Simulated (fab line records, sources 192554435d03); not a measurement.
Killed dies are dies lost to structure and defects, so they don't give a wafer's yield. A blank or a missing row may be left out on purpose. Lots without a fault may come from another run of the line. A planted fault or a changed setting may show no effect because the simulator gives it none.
fab line records | flow n5_finfet
record lots=4 wafers=12 last_day=18
route steps=1938 shown BEOL_M2@871 PASSIVATION@1936
lots that met no fault: from a run of the same line without faults
start_h: hours from the record's first day to the start of the lot's first wafer shown | wait_h: hours since the lot's step before | " the same as in the row above | L1.1+2: a row that stands for several wafers | - no value, or no start given | * or withheld: withheld | < > ~ a bound
route shown NAME@n: a module of which the file shows steps, and the number in the route of the first | usual: mean/standard deviation of fault-free wafers | same: alike in all rows | chamber/n: place in a boat | sites: the reading at each site | _std_site: their standard deviation | _edge_site: outer sites' mean less inner sites' | radius_mm: how far each site lies from the wafer's centre | mask NAME#n: copy n | behind: the tool/chamber that last shaped the wafer | hold: why the lot was held/for how many hours/how that ended | device: the transistor (n, p or np) that didn't switch | end of line: the same wafers' tests at the end of the route | a step without rows: its recipe alone | killed: dies lost to structure and defects at the first sort, not the wafer's yield | map: a wafer's dies, x killed, . not, _ none there
set.NAME: the setting as run; set.NAME@STEP: as run at that earlier step | model.NAME: the simulator's own value behind a step, which no gauge read
lots at some steps of the route; a table a step, a row a wafer
services: from which hour (start_h, from the record's first day; less than 0 if before it) a tool's chamber was out of use, for how many hours, and why
## steps
# step N5_BEOL_M2_EBR_24
# recipe solvent=PGMEA ebr_width_mm=1.5
# step N5_BEOL_M2_SOFTBAKE_23
# recipe temp_c=110 time_s=60 resist=CAR-EUV
# step N5_BEOL_M2_EXPOSE_25
# recipe mask_id=V1 na=0.33 source_shape=quasar sigma_inner=0.2 sigma_outer=0.8 polarization=unpolarized defocus_nm=5 dose_mj=63
# step N5_BEOL_M2_PEB_26
# recipe peb_temp_c=100 peb_time_s=60 resist=CAR-EUV
# step N5_BEOL_M2_DEVELOP_27
# recipe develop_time_s=30 developer=TMAH resist=CAR-EUV rinse_liquid=surfactant_rinse dry=air_spin dev_temp_c=23
# step N5_BEOL_M2_DESCUM_33
# recipe chemistry=O2 time_s=7 source_power_w=50 bias_power_w=20 pressure_mtorr=20 rf_frequency_hz=2.712e+07 temp_c=40 resist=CAR-EUV o2_flow_sccm=225
# step N5_BEOL_M2_ETCH_77
# recipe chemistry=N2/H2 target=underlayer target_depth_a=65 mask_material=CAR-EUV time_s=5.2 ion_energy_ev=200 pressure_mtorr=30 source_w=840 bias_w=150 n2_flow_sccm=200 h2_flow_sccm=200 ends=cleared
# step N5_BEOL_M2_ETCH_69
# recipe chemistry=CF4 target=SiARC target_depth_a=156 mask_material=CAR-EUV time_s=26 ion_energy_ev=80 pressure_mtorr=40 source_w=545 bias_w=36 Ar_flow_sccm=100 cf4_flow_sccm=100 ends=cleared
# step N5_BEOL_M2_ALD_98
# recipe material=SiO2 target_thk_a=25 temp_c=100 ald_precursor_family=BDEAS ald_co_reactant=O2-plasma pulse_time_s=1 co_reactant_pulse_time_s=1 purge_time_s=2 co_reactant_purge_time_s=2 ald_cycles=17 pressure_torr=2
# step N5_BEOL_M2_ETCHBACK_99
# recipe chemistry=CHF3 target=SiO2 target_depth_a=50 time_s=10.4 source_w=215 bias_w=47 Ar_flow_sccm=200 CHF3_flow_sccm=12 ion_energy_ev=100 pressure_mtorr=30
# usual chamber_pressure_mTorr=30.004/0.026 drypump_motor_current_A=5.7/0.44 oes_product_au=0.76/0.066 rf_vpp_V=239/4.8 showerhead_plenum_p_Torr=2.18/0.066 throttle_valve_pct=17.05/0.19
# columns lot.wafer tool chamber start_h wait_h chamber_pressure_mTorr drypump_motor_current_A oes_product_au rf_hours_counter_h rf_vpp_V showerhead_plenum_p_Torr throttle_valve_pct
L629.2 rie_diel-01 2 146.68 0.1 29.987 4.8 0.73 166 247 2.06 17.14
L629.5 " 1 " " 29.974 5.1 0.71 - 241 2.22 17.10
L629.6 " 0 " " 29.992 5.8 0.77 - 234 2.15 16.94
L636.3 rie_diel-04 0 207.12 0.5 29.968 6.1 0.73 180 238 2.14 17.31
L636.5 " 0 " " 30.027 6.1 0.74 - 238 2.14 17.31
L636.6 " 3 " " 29.987 5.9 0.71 - 244 2.22 17.09
L642.2 rie_diel-04 0 228.14 3.3 29.996 6.1 0.73 190 238 2.13 17.33
L642.3 " 1 " " 30.001 6.0 0.82 59 245 2.20 17.27
L642.4 " 0 " " 29.998 6.0 0.73 - 238 2.13 17.34
L650.2 rie_diel-04 3 278.14 1.9 30.035 5.9 0.69 244 241 2.21 17.16
L650.3 " 2 " " 29.993 6.1 0.92 16 248 2.11 16.63
L650.6 " 0 " " 30.017 6.1 0.72 - 237 2.13 17.37
# step N5_BEOL_M2_ETCH_70
# recipe chemistry=N2/H2 target=SOC target_depth_a=800 overetch_a=240 mask_material=SiARC temp_c=40 time_s=130 ion_energy_ev=200 pressure_mtorr=30 source_w=840 bias_w=150 n2_flow_sccm=200 h2_flow_sccm=200
# step N5_BEOL_M2_STRIP_71
# recipe chemistry=N2/H2 temp_c=40 n2_flow_sccm=200 h2_flow_sccm=200 rf_frequency_hz=6e+07
# step N5_BEOL_M2_STRIP_78
# recipe chemistry=N2/H2 temp_c=40 n2_flow_sccm=200 h2_flow_sccm=200 rf_frequency_hz=6e+07
# step N5_BEOL_M2_VIA_ETCH_34
# recipe chemistry=C4F6/O2 target_depth_a=694 mask_material=SOC pressure_mtorr=15 ion_energy_ev=250 taper_deg=4 time_s=65.9 source_w=350 bias_w=170 Ar_flow_sccm=300 C4F6_flow_sccm=10 O2_flow_sccm=10
# step N5_BEOL_M2_STRIP_83
# recipe chemistry=C4F6/O2 resist=SiARC rf_frequency_hz=6e+07
# step N5_BEOL_M2_STRIP_36
# recipe chemistry=N2/H2 power_w=450 temp_c=40 pressure_mtorr=20 rf_frequency_hz=6e+07 overash_fraction=0.3 bias_power_w=7 h2_frac=0.5 n2_flow_sccm=200 h2_flow_sccm=200
# step N5_BEOL_M2_TRENCH_ETCH_37
# recipe chemistry=C4F6/O2 target_depth_a=555.55 target=SiOC time_s=29.2 ion_energy_ev=250 pressure_mtorr=30 source_w=355 bias_w=185 Ar_flow_sccm=300 C4F6_flow_sccm=10 O2_flow_sccm=10
# step N5_BEOL_M2_ETCH_41
# recipe chemistry=CH3F/O2 target=SiCN target_depth_a=299 taper_deg=2 time_s=52.5 ion_energy_ev=120 mask_material=TiN pressure_mtorr=30 source_w=395 bias_w=75 Ar_flow_sccm=150 CH3F_flow_sccm=30 O2_flow_sccm=20
# step N5_BEOL_M2_STRIP_97
# recipe chemistry=N2/H2 time_s=10 power_w=450 temp_c=40 pressure_mtorr=20 rf_frequency_hz=6e+07 bias_power_w=7 n2_flow_sccm=200 h2_flow_sccm=200
# step N5_BEOL_M2_HM_STRIP_39
# recipe chemistry=peroxide_tin_strip material=TiN target_depth_a=250 temp_c=50 time_s=158
# step N5_BEOL_M2_SRD_40
# recipe time_s=30 temp_c=23 rinse_liquid=diw dry=ipa_marangoni
# step N5_BEOL_M2_PRECLEAN_42
# recipe chemistry=residue_remover time_s=60 temp_c=40
# step N5_BEOL_M2_SRD_43
# recipe time_s=30 temp_c=23 rinse_liquid=diw dry=ipa_marangoni
# step N5_BEOL_M2_DEGAS_44
# recipe ambient=vacuum temp_c=250 time_s=60
# step N5_BEOL_M2_PRE_CLEAN_45
# recipe gas=H2/He time_s=30 temp_c=250
# step N5_BEOL_M2_ALD_84
# recipe material=TaN target_thk_a=* temp_c=275 ald_precursor_family=PDMAT ald_co_reactant=NH3 pressure_torr=3 carrier_flow_sccm=1500 pulse_time_s=2 purge_time_s=3 co_reactant_purge_time_s=2 co_reactant_pulse_time_s=3 ald_cycles=30 precursor_vessel_temp_c=75 precursor_vessel_pressure_torr=26.25 precursor_vessel_carrier_sccm=1000
# step N5_BEOL_M2_SURFACE_TREAT_85
# recipe gas=Ar time_s=* ion_energy_ev=* ion_current_ma_cm2=0.5 pressure_mtorr=* ar_flow_sccm=30
# step N5_BEOL_M2_CVD_47
# recipe material=Co target_thk_a=30 temp_c=withheld precursor=CCTBA/H2 pressure_torr=30 time_s=223.8
# step N5_BEOL_M2_SPUTTER_48
# recipe material=Cu target_thk_a=45 temp_c=-20 chamber_pressure_pa=0.07 power_w=withheld time_s=8.29
# step N5_BEOL_M2_ANNEAL_49
# recipe temp_c=400 time_s=240 ambient=vacuum
# step N5_BEOL_M2_SPUTTER_79
# recipe material=Cu target_thk_a=45 temp_c=-20 chamber_pressure_pa=0.07 power_w=withheld time_s=8.29
# step N5_BEOL_M2_ANNEAL_80
# recipe temp_c=400 time_s=240 ambient=vacuum
# step N5_BEOL_M2_SPUTTER_81
# recipe material=Cu target_thk_a=45 temp_c=-20 chamber_pressure_pa=0.07 power_w=withheld time_s=8.29
# step N5_BEOL_M2_ANNEAL_82
# recipe temp_c=400 time_s=240 ambient=vacuum
# step N5_BEOL_M2_SPUTTER_86
# recipe material=Cu target_thk_a=45 temp_c=-20 chamber_pressure_pa=0.07 power_w=withheld time_s=8.29
# step N5_BEOL_M2_ANNEAL_87
# recipe temp_c=400 time_s=240 ambient=vacuum
# step N5_BEOL_M2_SPUTTER_88
# recipe material=Cu target_thk_a=45 temp_c=-20 chamber_pressure_pa=0.07 power_w=withheld time_s=8.29
# step N5_PASSIVATION_PROBE_49
# usual defect_limited_yield=91.4/1.4 killed_at_M0_to_M3=31/10 killed_at_M4_up=14/5.6 killed_at_contacts=13/6.3 killed_at_front_end=39/10 killed_at_other=4/3.1 killed_dies=101/16 killed_open=65/13 killed_short=34/7.2 sort_bin_5_function=5.1/0.88 sort_bin_6_memory=3.2/0.66 sort_n_pass=1079/16 sort_yield_pct=91.4/1.4
# same gross_dies=1180 killed_at_back_side=0 sort_bin_4_leakage[%]=0 sort_bin_8_speed[%]=0
# columns lot.wafer tool chamber start_h wait_h defect_limited_yield[%] killed_at_M0_to_M3 killed_at_M4_up killed_at_contacts killed_at_front_end killed_at_other killed_dies killed_open killed_short sort_bin_5_function[%] sort_bin_6_memory[%] sort_n_pass sort_yield_pct[%]
L629.2 prober-02 - 279.61 0.1 91.0 22 16 25 39 4 106 80 25 5.3 3.6 1074 91.0
L629.5 prober-02 - 279.76 0.2 92.5 18 9 27 30 4 88 57 29 4.3 2.9 1092 92.5
L629.6 prober-02 - 279.81 0.3 92.4 22 14 23 29 2 90 64 24 4.1 3.3 1090 92.4
L636.3 prober-02 - 332.78 0.2 81.6 164 10 10 32 1 217 57 27 11.2 3.8 963 81.6
L636.5 prober-02 - 332.88 0.3 80.9 159 9 11 44 2 225 58 29 12.0 4.8 955 80.9
L636.6 prober-02 - 332.93 0.3 83.6 137 4 26 23 4 194 49 33 10.0 3.6 986 83.6
L642.2 prober-01 - 362.17 0.1 81.4 154 25 14 23 3 219 52 25 11.4 4.1 961 81.4
L642.3 prober-01 - 362.22 0.1 85.1 101 16 10 40 9 176 53 41 9.7 2.5 1004 85.1
L642.4 prober-01 - 362.27 0.2 82.0 150 19 16 25 2 212 55 27 11.0 4.0 968 82.0
L650.2 prober-02 - 436.42 0.1 93.0 28 11 8 34 2 83 57 26 4.5 2.4 1097 93.0
L650.3 prober-02 - 436.47 0.1 91.9 34 8 11 41 2 96 67 29 4.4 3.5 1084 91.9
L650.6 prober-02 - 436.62 0.3 91.7 33 5 9 51 0 98 63 35 5.2 2.6 1082 91.7
# killed by level:class
L629.2 MOL_CONTACT_COAG:geometric_particle:open=20 STI_FIN_REVEAL:geometric_particle:open=11 BEOL_M4:geometric_particle:open=11 FIN_SAQP:geometric_particle:short=8 FIN_SAQP:geometric_particle:open=8 BEOL_M1:geometric_particle:open=6 BEOL_M0_SAQP:geometric_particle:open=5 BEOL_M2:geometric_particle:open=5
L629.5 MOL_CONTACT_COAG:geometric_particle:open=21 DUMMY_GATE:geometric_particle:open=9 FIN_SAQP:geometric_particle:open=6 BEOL_M0_SAQP:geometric_particle:short=6 BEOL_M0_SAQP:geometric_particle:open=5 GATE_CUT:geometric_particle:short=4 MOL_CONTACT_COAG:geometric_particle:short=4 DUMMY_GATE:geometric_particle:short=3
L629.6 MOL_CONTACT_COAG:geometric_particle:open=19 FIN_SAQP:geometric_particle:open=11 BEOL_M0_SAQP:geometric_particle:open=8 DUMMY_GATE:geometric_particle:open=7 FIN_SAQP:geometric_particle:short=5 MOL_CONTACT_COAG:geometric_particle:short=4 GATE_CUT:geometric_particle:open=3 BEOL_M0_SAQP:geometric_particle:short=3
L636.3 BEOL_M2:unspecified=132 BEOL_M0_SAQP:geometric_particle:open=11 BEOL_M0_SAQP:geometric_particle:short=11 FIN_SAQP:geometric_particle:open=8 FIN_SAQP:geometric_particle:short=7 MOL_CONTACT_COAG:geometric_particle:open=7 BEOL_M2:geometric_particle:open=5 BEOL_M3:geometric_particle:open=3
L636.5 BEOL_M2:unspecified=137 FIN_SAQP:geometric_particle:open=12 BEOL_M0_SAQP:geometric_particle:open=10 MOL_CONTACT_COAG:geometric_particle:open=9 FIN_SAQP:geometric_particle:short=8 BEOL_M1:geometric_particle:open=7 ILD0:geometric_particle:short=5 SPACER0:geometric_particle:short=4
L636.6 BEOL_M2:unspecified=111 MOL_CONTACT_COAG:geometric_particle:open=20 BEOL_M0_SAQP:geometric_particle:short=7 MOL_CONTACT_COAG:geometric_particle:short=6 BEOL_M0_SAQP:geometric_particle:open=5 BEOL_M2:geometric_particle:open=5 FIN_SAQP:geometric_particle:short=3 DUMMY_GATE:geometric_particle:open=3
L642.2 BEOL_M2:unspecified=138 MOL_CONTACT_COAG:geometric_particle:open=12 FIN_SAQP:geometric_particle:open=8 BEOL_M4:geometric_particle:open=8 BEOL_M0_SAQP:geometric_particle:short=6 BEOL_M6:geometric_particle:open=6 STI_FIN_REVEAL:geometric_particle:open=4 BEOL_M3:geometric_particle:short=4
L642.3 BEOL_M2:unspecified=81 GATE_CUT:geometric_particle:short=9 FIN_SAQP:geometric_particle:open=7 MOL_CONTACT_COAG:geometric_particle:open=7 FIN_SAQP:geometric_particle:short=6 BEOL_M0_SAQP:geometric_particle:short=6 STI_FIN_REVEAL:geometric_particle:open=5 GATE_CUT:geometric_particle:open=4
L642.4 BEOL_M2:unspecified=128 MOL_CONTACT_COAG:geometric_particle:open=10 BEOL_M0_SAQP:geometric_particle:open=9 BEOL_M4:geometric_particle:open=8 FIN_SAQP:geometric_particle:open=6 MOL_CONTACT_COAG:geometric_particle:short=6 FIN_SAQP:geometric_particle:short=4 BEOL_M2:geometric_particle:open=4
L650.2 BEOL_M3:geometric_particle:open=11 FIN_SAQP:geometric_particle:open=7 BEOL_M4:geometric_particle:open=7 FIN_SAQP:geometric_particle:short=6 MOL_CONTACT_COAG:geometric_particle:open=5 STARTING-WAFER:geometric_particle:open=5 STI_FIN_REVEAL:geometric_particle:open=4 BEOL_M0_SAQP:geometric_particle:open=4
L650.3 FIN_SAQP:geometric_particle:open=11 BEOL_M3:geometric_particle:open=11 MOL_CONTACT_COAG:geometric_particle:open=10 FIN_SAQP:geometric_particle:short=9 STARTING-WAFER:geometric_particle:open=7 BEOL_M0_SAQP:geometric_particle:open=5 BEOL_M0:geometric_particle:open=5 ILD0:geometric_particle:short=4
L650.6 STI_FIN_REVEAL:geometric_particle:open=10 FIN_SAQP:geometric_particle:open=9 MOL_CONTACT_COAG:geometric_particle:open=8 FIN_SAQP:geometric_particle:short=7 BEOL_M1:geometric_particle:open=7 BEOL_M3:geometric_particle:open=6 BEOL_M0_SAQP:geometric_particle:open=5 BEOL_M0_SAQP:geometric_particle:short=5
# map L636.5 (x killed, . not)
_________________............________________
______________.............xx..._____________
___________........................__________
__________.........................._________
________......x......x...x...x...x...._______
_______..x........................x...x______
______.......x..............x..x........_____
_____.x.......................x..........____
____.............x..x................x....___
___........x..x......x.....x...............__
___....x.....xxxx..x.............x..x.x....__
__..x......x.xxxxxxx............x...x.xxxx.._
__.......xxxxxxxxxxxx........x.............._
_.......x..xxxxxxxxx.xx..x...................
_........xxxxxxxxxxxxxxxx.x....x.....x.......
_.........xxxxxxxxxxxxxxx............x...x...
_x.........xxxxxxxxxxxx..............x..x....
_.......xxxxxxxxxxxxxx..................x....
_.x.x...xxxxxxxxxxxxxxxx...................x.
_..........xxxxxxxxxxxx....................x.
_........xxxxxxxxxx..x.x......x..............
__......x.x.xxxxx.x.xx.............x........_
__.x...x....x.x.x.....x....x.x...........xx._
___.............x..........................__
___.......x......x....................x....__
____............x.......x.................___
_____...........x.......x................____
______....x....x........................_____
_______.........x......................______
________x.........x..................._______
__________.........................._________
___________......xx........x.......__________
______________x...x...x.x......._____________
_________________.....x......________________
# map L642.2 (x killed, . not)
_________________............________________
______________.................x_____________
___________..................x..x..__________
__________.........................._________
________..........x..................._______
_______.........x......................______
______......x.................x........._____
_____......x.x.............x......x....x.____
____...........x..............xx..........___
___.........x....................x.........__
___....x..x.x.x..x....x..x...x..........x..__
__x......x.xxxx.x.x....x...................._
__...........xxxxxx.xx...............x.....x_
_.....xxx.xxxxxxxxxxxx.x............x........
_.......xxxxxxxxxxxxxxx......................
_.x.....xxxxxxxxxxxxxxx......................
_x......xxxxxxxxxxxxxxxxx................x...
_.......xxxxxxxxxxxxxxx.........x..........x.
_.x......xxxxxxxxxxxxx......x................
_..x...x..xxxxxxxxxxxx...........x...........
_......x.xxxxxxxxxxxxx..x....................
__...........x.xxx................x........._
__..........xx.xx..................x...x...._
___...........x....x............x..x.......__
___......x.......x....x.....x.x.....x......__
____..........x...........................___
_____.x.............x............x.......____
______........xx....xx...xx....x......x._____
_______.......x...............x.xx.....______
________........x....................._______
__________...........x........x....._________
___________..x............x.....x..__________
______________.......x.........._____________
_________________.....x......________________
## services
# columns tool chamber start_h hours kind
rie_diel-04 1 161.52 5.3 repair
rie_diel-01 3 191.98 14.3 repair
rie_diel-04 2 210.28 - clean
rie_diel-04 2 210.28 - consumable_replace:focus_ring
rie_diel-04 2 210.28 22.0 scheduled_down
rie_diel-04 2 210.28 22.0 vent_cycle
rie_diel-01 1 257.44 - clean
rie_diel-01 1 257.44 - consumable_replace:focus_ring
rie_diel-01 1 257.44 24.3 scheduled_down
rie_diel-01 1 257.44 24.3 vent_cycle
## key
first_sign step=N5_PASSIVATION_PROBE_49 reading=killed_at_M0_to_M3 direction=up sigmas=11 usual=31 struck=144
effect step=N5_PASSIVATION_PROBE_49 reading=defect_limited_yield direction=down sigmas=6.5 usual=91.4 struck=82.4
more_kills_born_at N5_BEOL_M2_ETCHBACK_99@rie_diel-04=727
met_at N5_BEOL_M2_ETCHBACK_99
struck_wafers L636.3,L636.5,L636.6,L642.2,L642.3,L642.4
fault kind=chamber_particle_source tool=rie_diel-04 chamber=- onset_h=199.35 steps=N5_BEOL_M2_ETCHBACK_99 rate_per_visit_cm2=1.1099 end_h=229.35
